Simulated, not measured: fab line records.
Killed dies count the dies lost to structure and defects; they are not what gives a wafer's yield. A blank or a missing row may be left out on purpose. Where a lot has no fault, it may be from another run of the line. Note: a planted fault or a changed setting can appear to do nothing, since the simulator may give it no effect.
One fault through the eyes of 2 desks + flow n5 finfet + every desk sees just its own numbers, and what lay behind them comes last

## THE TOOL OWNER'S DESK: rie diel-02
The tool's own readings at N5_DUMMY_GATE_ETCH_42 (etches SiO2 in CHF3/O2, target depth 3.5 nm, time 31 s): means of the sampled wafers that have a number, for each lot that ran on this tool. Any lot whose mean is over 4 standard deviations away from the usual mean is out of limits and marked OUT; that distance is given in the brackets.
Columns: A = drypump motor current A at N5_DUMMY_GATE_ETCH_42, usual 5.7 A; B = mfc ar sccm at N5_DUMMY_GATE_ETCH_42, usual 199.9 sccm; C = oes product au at N5_DUMMY_GATE_ETCH_42, usual 0.77 a.u.; D = rf vpp V at N5_DUMMY_GATE_ETCH_42, usual 42.2 V; E = showerhead plenum p Torr at N5_DUMMY_GATE_ETCH_42, usual 2.41 Torr; F = throttle valve pct at N5_DUMMY_GATE_ETCH_42, usual 18.86 %
| lot  | first seen here | A   | B     | C    | D    | E    | F     |
|------|-----------------|-----|-------|------|------|------|-------|
| L646 | day 3 13:45     | 6.1 | 200.1 | 0.74 | 42.5 | 2.44 | 18.73 |
| L648 | day 3 22:50     | 5.2 | 199.9 | 0.77 | 42.1 | 2.38 | 18.90 |
| L653 | day 5 08:29     | 5.3 | 200.4 | 0.76 | 41.8 | 2.38 | 18.93 |
| L656 | day 5 23:02     | 5.3 | 200.4 | 0.96 | 42.2 | 2.42 | 18.72 |
| L658 | day 6 11:10     | 5.3 | 199.8 | 0.95 | 41.7 | 2.42 | 18.71 |
This desk's finding: nothing out of limits on any of the 5 lots.

## THE METROLOGY DESK
What the gauges read for every lot (on any tool): the sampled wafers with a number, averaged. Any lot whose mean is over 4 standard deviations away from the usual mean is out of limits and marked OUT; that distance is given in the brackets. Readings shown: 7 of its 10, picked as those furthest out on some lot.
Columns: A = DIBL_N at N5_BEOL_M4_RC_MEAS_101, usual 36.3 mV/V; B = IOFF_N at N5_BEOL_M4_RC_MEAS_101, usual 0.164 nA/um; C = IOFF_P at N5_BEOL_M4_RC_MEAS_101, usual 0.214 nA/um; D = ION_P at N5_BEOL_M4_RC_MEAS_101, usual 461 uA/um; E = SS_N at N5_BEOL_M4_RC_MEAS_101, usual 71.6 mV/dec; F = VT_N at N5_BEOL_M4_RC_MEAS_101, usual 249.4 mV; G = VT_P at N5_BEOL_M4_RC_MEAS_101, usual -250.0 mV
| lot  | first seen here | A    | B     | C     | D   | E    | F     | G      |
|------|-----------------|------|-------|-------|-----|------|-------|--------|
| L648 | day 8 20:59     | 36.3 | 0.155 | 0.192 | 452 | 71.8 | 252.5 | -251.3 |
| L646 | day 9 02:45     | 34.9 | 0.142 | 0.183 | 455 | 71.4 | 250.5 | -254.1 |
| L651 | day 10 09:23    | 35.5 | 0.158 | 0.214 | 460 | 71.5 | 250.5 | -248.8 |
| L653 | day 10 16:14    | 36.5 | 0.166 | 0.235 | 467 | 71.7 | 248.1 | -249.2 |
| L656 | day 11 08:13    | 37.2 | 0.166 | 0.204 | 454 | 71.5 | 250.1 | -252.9 |
| L658 | day 11 14:13    | 36.7 | 0.163 | 0.222 | 464 | 72.0 | 250.8 | -249.6 |
| L662 | day 12 16:58    | 33.6 | 0.132 | 0.180 | 456 | 71.1 | 252.2 | -252.0 |
| L661 | day 12 18:50    | 35.6 | 0.174 | 0.208 | 460 | 72.2 | 248.4 | -251.7 |
| L663 | day 12 22:29    | 35.5 | 0.168 | 0.205 | 462 | 71.5 | 249.1 | -250.9 |
This desk's finding: nothing out of limits on any of the 9 lots.

## ALL TOGETHER
The tool owner's desk saw nothing out of limits.
From the metrology desk's view, nothing was out of limits.

## WHAT HAD BEEN PUT IN BY THE SIMULATOR
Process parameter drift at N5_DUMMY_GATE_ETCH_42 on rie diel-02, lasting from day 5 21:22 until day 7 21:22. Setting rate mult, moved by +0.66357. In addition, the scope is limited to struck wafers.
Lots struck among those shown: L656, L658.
